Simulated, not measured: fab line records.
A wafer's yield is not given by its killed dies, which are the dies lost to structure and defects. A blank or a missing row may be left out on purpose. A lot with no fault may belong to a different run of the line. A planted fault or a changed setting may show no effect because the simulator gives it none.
Which tool is to blame? ; flow nandHarc ; 13 lots with 39 wafers sampled at 5 steps, on a route of 1159 steps

WHAT THE GAUGES READ, wafer by wafer
NHARC_END_SORT_01. Usual: defectLimitedYield 95.1 %, standard deviation 1.7; killedAtArray 29, standard deviation 11; killedAtOther 0.5, standard deviation 0.85; killedAtPeriphery 3.0, standard deviation 2.3; killedDies 33, standard deviation 12; killedOpen 3.3, standard deviation 1.9; killedShort 2.0, standard deviation 1.5; sort_bin_2_pct 1.5 %, standard deviation 0.66; sort_bin_3_pct 0.25 %, standard deviation 0.21; sort_bin_4_pct 3.1 %, standard deviation 1.2; sortNPass 644, standard deviation 12; sortRimYieldPct 96.7 %, standard deviation 2; sortYieldPct 95.1 %, standard deviation 1.7.
lot;measured;on;defectLimitedYield (%);killedAtArray;killedAtOther;killedAtPeriphery;killedDies;killedOpen;killedShort;sort_bin_2_pct (%);sort_bin_3_pct (%);sort_bin_4_pct (%);sortNPass;sortRimYieldPct (%);sortYieldPct (%);flag
L240;day 24 16:26;prober-02;97.6 96.2 97.2;16 25 18;0 0 0;0 1 1;16 26 19;1 2 3;1 3 2;0.7 0.9 0.3;0 0.44 0.30;1.6 2.5 2.2;661 651 658;96.2 97.2 99.1;97.6 96.2 97.2;
L241;day 25 00:16;prober-02;96.8 97.5 95.9;20 13 27;0 0 0;2 4 1;22 17 28;2 3 2;1 1 3;1.0 0.7 1.0;0.30 0 0.44;1.9 1.8 2.7;655 660 649;97.2 97.2 94.3;96.8 97.5 95.9;
L243;day 25 21:56;prober-01;95.1 95.1 95.6;26 29 24;4 3 2;3 1 4;33 33 30;1 2 2;1 2 2;2.1 1.6 1.6;0.30 0.30 0.30;2.5 3.0 2.5;644 644 647;97.2 97.2 98.1;95.1 95.1 95.6;
L242;day 26 02:08;prober-02;96.0 97.3 94.7;21 16 27;0 0 2;6 2 7;27 18 36;3 2 9;6 0 3;1.3 0.9 1.2;0.74 0.30 0.30;1.9 1.5 3.8;650 659 641;96.2 96.2 95.3;96.0 97.3 94.7;
L244;day 26 04:05;prober-01;94.5 86.1 93.9;36 37 41;0 55 0;1 2 0;37 94 41;3 6 7;2 3 0;1.0 5.8 1.8;0.30 1.62 0.44;4.1 6.5 3.8;640 583 636;97.2 84.0 99.1;94.5 86.1 93.9;OFF
L246;day 26 11:43;prober-01;87.7 94.8 95.0;29 34 33;51 0 0;3 1 1;83 35 34;2 4 1;6 1 3;5.0 1.3 1.6;2.22 0.44 0;5.0 3.4 3.4;594 642 643;89.6 100.0 100.0;87.7 94.8 95.0;OFF
L252;day 27 03:19;prober-01;93.8 92.8 95.7;39 43 26;0 0 0;3 6 3;42 49 29;6 3 3;0 3 2;1.5 1.8 0.7;0.15 0 0.44;4.6 5.5 3.1;635 628 648;89.6 97.2 94.3;93.8 92.8 95.7;
L248;day 26 23:06;prober-02;97.3 96.8 96.0;16 22 25;0 0 0;2 0 2;18 22 27;2 1 3;3 2 2;0.4 1.0 0.7;0 0 0.89;2.2 2.2 2.4;659 655 650;97.2 96.2 99.1;97.3 96.8 96.0;
L255;day 27 14:41;prober-02;97.2 97.5 97.5;16 17 15;0 0 0;3 0 2;19 17 17;1 3 2;1 0 4;0.6 0.7 0.3;0 0.30 0;2.2 1.5 2.2;658 660 660;98.1 100.0 98.1;97.2 97.5 97.5;
L257;day 27 22:31;prober-02;94.7 96.0 95.9;32 25 26;0 0 0;4 2 2;36 27 28;2 7 3;1 2 0;1.6 0.9 1.9;0.30 0.15 0.30;3.4 3.0 1.9;641 650 649;94.3 100.0 93.4;94.7 96.0 95.9;
L253;day 28 01:59;prober-01;95.1 96.5 94.7;29 22 32;1 0 0;3 2 4;33 24 36;7 1 4;1 0 0;1.6 0.7 1.6;0.15 0.44 0.15;3.1 2.4 3.5;644 653 641;98.1 99.1 97.2;95.1 96.5 94.7;
L260;day 28 14:04;prober-02;97.8 96.9 97.3;15 18 16;0 0 0;0 3 2;15 21 18;2 6 2;0 3 3;0.6 1.2 0.6;0 0.15 0.15;1.6 1.8 1.9;662 656 659;97.2 97.2 97.2;97.8 96.9 97.3;
L259;day 29 13:28;prober-02;93.4 95.1 94.7;42 31 32;2 0 0;1 2 4;45 33 36;2 4 7;2 1 2;1.5 2.4 2.1;0.44 0 0.15;4.7 2.5 3.1;632 644 641;96.2 97.2 97.2;93.4 95.1 94.7;

WHAT TOOL EACH LOT RAN ON (gives the tool, then ch and the chambers of the sampled wafers, and finally the start)
lot;NHARC_THIN_TSV_ETCHBACK_48;NHARC_THIN_TSV_PRE_CLEAN_50;NHARC_THIN_TSV_PVD_51;NHARC_THIN_TSV_ETCH_36
L240;rieDiel-08 ch 0,1, day 24 00:02;pvdSputter-02, day 24 04:31 or earlier;pvdSputter-02, day 24 04:31 or earlier;rieMetal-01 ch 0,1, day 24 04:31
L241;rieDiel-03 ch 1,2, day 24 08:56;pvdSputter-03, day 24 13:17 or earlier;pvdSputter-03, day 24 13:17 or earlier;rieMetal-03 ch 0,1, day 24 13:17
L243;rieDiel-08 ch 0,2,3, day 24 19:59;pvdSputter-01, day 25 00:06 or earlier;pvdSputter-01, day 25 00:06 or earlier;rieMetal-02 ch 0,1, day 25 00:06
L242;rieDiel-12 ch 1,2,3, day 24 21:04;pvdSputter-03, day 25 01:29 or earlier;pvdSputter-03, day 25 01:29 or earlier;rieMetal-01 ch 1, day 25 01:29
L244;rieDiel-08 ch 1,2, day 25 03:11;pvdSputter-01, day 25 07:29 or earlier;pvdSputter-01, day 25 07:29 or earlier;rieMetal-02 ch 0,1, day 25 07:29
L246;rieDiel-08 ch 0,1,3, day 25 04:25;pvdSputter-03, day 25 08:59 or earlier;pvdSputter-03, day 25 08:59 or earlier;rieMetal-01 ch 1, day 25 08:59
L252;rieDiel-03 ch 0,1,2, day 26 06:49;pvdSputter-02, day 26 11:08 or earlier;pvdSputter-02, day 26 11:08 or earlier;rieMetal-02 ch 0,1, day 26 11:08
L248;rieDiel-03 ch 0,1,3, day 26 08:11;pvdSputter-02, day 26 12:21 or earlier;pvdSputter-02, day 26 12:21 or earlier;rieMetal-03 ch 0,1, day 26 12:21
L255;rieDiel-03 ch 2,3, day 26 10:27;pvdSputter-02, day 26 14:47 or earlier;pvdSputter-02, day 26 14:47 or earlier;rieMetal-02 ch 0,1, day 26 14:47
L257;rieDiel-12 ch 2,3, day 26 14:38;pvdSputter-03, day 26 18:54 or earlier;pvdSputter-03, day 26 18:54 or earlier;rieMetal-02 ch 0,1, day 26 18:54
L253;rieDiel-03 ch 1,2,3, day 26 19:10;pvdSputter-01, day 26 23:16 or earlier;pvdSputter-01, day 26 23:16 or earlier;rieMetal-02 ch 0,1, day 26 23:16
L260;rieDiel-03 ch 1,3, day 27 14:50;pvdSputter-02, day 27 19:00 or earlier;pvdSputter-02, day 27 19:00 or earlier;rieMetal-01 ch 0,1, day 27 19:00
L259;rieDiel-03 ch 0,3, day 27 18:24;pvdSputter-02, day 27 22:41 or earlier;pvdSputter-02, day 27 22:41 or earlier;rieMetal-01 ch 0,1, day 27 22:41
- NHARC_THIN_TSV_ETCHBACK_48: etches the open film in C4F8/Ar, target depth 1028.5 nm, time 405.17 s.
- NHARC_THIN_TSV_PRE_CLEAN_50: time 30 s.
- NHARC_THIN_TSV_PVD_51: deposits Cu, target thk 100 nm.
- NHARC_THIN_TSV_ETCH_36: etches the open film in Cl2/BCl3, target depth 65 nm, time 18.571 s.

AS READ BY THE TOOLS THEMSELVES (means over the sampled wafers that have a number; for cases with no such wafer, the mark the record gives instead)
NHARC_THIN_TSV_ETCHBACK_48. Usual: oesProductAu 0.951 a.u., standard deviation 0.03; rfVppV 547 V, standard deviation 3.3.
lot;tool;oesProductAu (a.u.);rfVppV (V);flag
L240;rieDiel-08;0.931;549;
L241;rieDiel-03;0.922;547;
L243;rieDiel-08;1.003;546;
L242;rieDiel-12;0.997;548;
L244;rieDiel-08;0.926;547;
L246;rieDiel-08;0.931;548;
L252;rieDiel-03;0.945;549;
L248;rieDiel-03;0.926;546;
L255;rieDiel-03;0.993;548;
L257;rieDiel-12;0.923;546;
L253;rieDiel-03;0.958;546;
L260;rieDiel-03;0.928;544;
L259;rieDiel-03;0.931;549;

NHARC_THIN_TSV_PRE_CLEAN_50. Usual: heaterPowerW 416 W, standard deviation 45; susceptorTempC 279.97 C, standard deviation 0.18.
lot;tool;heaterPowerW (W);susceptorTempC (C);flag
L240;pvdSputter-02;446;-;OFF
L241;pvdSputter-03;374;280.10;
L243;pvdSputter-01;452;279.90;
L242;pvdSputter-03;383;280.17;
L244;pvdSputter-01;460;-;OFF
L246;pvdSputter-03;380;280.03;
L252;pvdSputter-02;411;279.86;
L248;pvdSputter-02;483;280.16;
L255;pvdSputter-02;444;-;OFF
L257;pvdSputter-03;384;279.71;
L253;pvdSputter-01;434;280.03;
L260;pvdSputter-02;459;279.97;
L259;pvdSputter-02;446;280.03;

NHARC_THIN_TSV_PVD_51. Usual: throttleValvePct 29.6 %, standard deviation 0.83.
lot;tool;throttleValvePct (%);flag
L240;pvdSputter-02;29.6;
L241;pvdSputter-03;28.4;
L243;pvdSputter-01;30.3;
L242;pvdSputter-03;29.1;
L244;pvdSputter-01;30.8;
L246;pvdSputter-03;30.1;
L252;pvdSputter-02;29.9;
L248;pvdSputter-02;29.2;
L255;pvdSputter-02;29.1;
L257;pvdSputter-03;29.6;
L253;pvdSputter-01;30.6;
L260;pvdSputter-02;29.6;
L259;pvdSputter-02;29.9;

NHARC_THIN_TSV_ETCH_36. Usual: drypumpMotorCurrentA 5.8 A, standard deviation 0.48; oesProductAu 1.007 a.u., standard deviation 0.01.
lot;tool;drypumpMotorCurrentA (A);oesProductAu (a.u.);flag
L240;rieMetal-01;5.7;1.001;
L241;rieMetal-03;6.1;1.016;
L243;rieMetal-02;5.6;0.999;
L242;rieMetal-01;6.3;0.999;
L244;rieMetal-02;5.6;1.009;
L246;rieMetal-01;6.3;1.019;
L252;rieMetal-02;5.6;1.008;
L248;rieMetal-03;6.0;1.013;
L255;rieMetal-02;5.6;1.008;
L257;rieMetal-02;5.6;1.004;
L253;rieMetal-02;5.6;1.004;
L260;rieMetal-01;5.2;1.011;
L259;rieMetal-01;5.8;1.002;

THE ANSWER, worked out from the rows above alone
Rule: lot off if the mean of its wafers having a number is beyond 3 standard deviations from the usual mean. A lot without any number at a reading at which 4 lots or more have one is off too. Any other lot the step has rows for is counted as sound. Order of review: gauges by route order, followed by the tools' own readings, for which a lot's mean as printed above is used. The first step at which some lot is off is used, and at that step the reading that is off furthest; a lot without a number counts as furthest.
Off at NHARC_END_SORT_01 (killedAtOther): L244, L246.
If a tool, at a process step before that reading, ran all the lots that are off and no sound lot after the first of them, it fits. Gauges at NHARC_END_SORT_01: tried the same way as those tools. Because NHARC_THIN_TSV_PRE_CLEAN_50 lacks a start for some lots, the hours and order of its lots are taken from NHARC_THIN_TSV_ETCH_36. Because NHARC_THIN_TSV_PVD_51 lacks a start for some lots, the hours and order of its lots are taken from NHARC_THIN_TSV_ETCH_36. One fits: rieDiel-08 at NHARC_THIN_TSV_ETCHBACK_48. A fault onset in the window from L243 (day 24 19:59, its last sound lot) to L244 (day 25 03:11, its first lot off) fits.

WHAT WAS PUT IN BY THE SIMULATOR
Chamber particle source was rieDiel-08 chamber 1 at NHARC_THIN_TSV_ETCHBACK_48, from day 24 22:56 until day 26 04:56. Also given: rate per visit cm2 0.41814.
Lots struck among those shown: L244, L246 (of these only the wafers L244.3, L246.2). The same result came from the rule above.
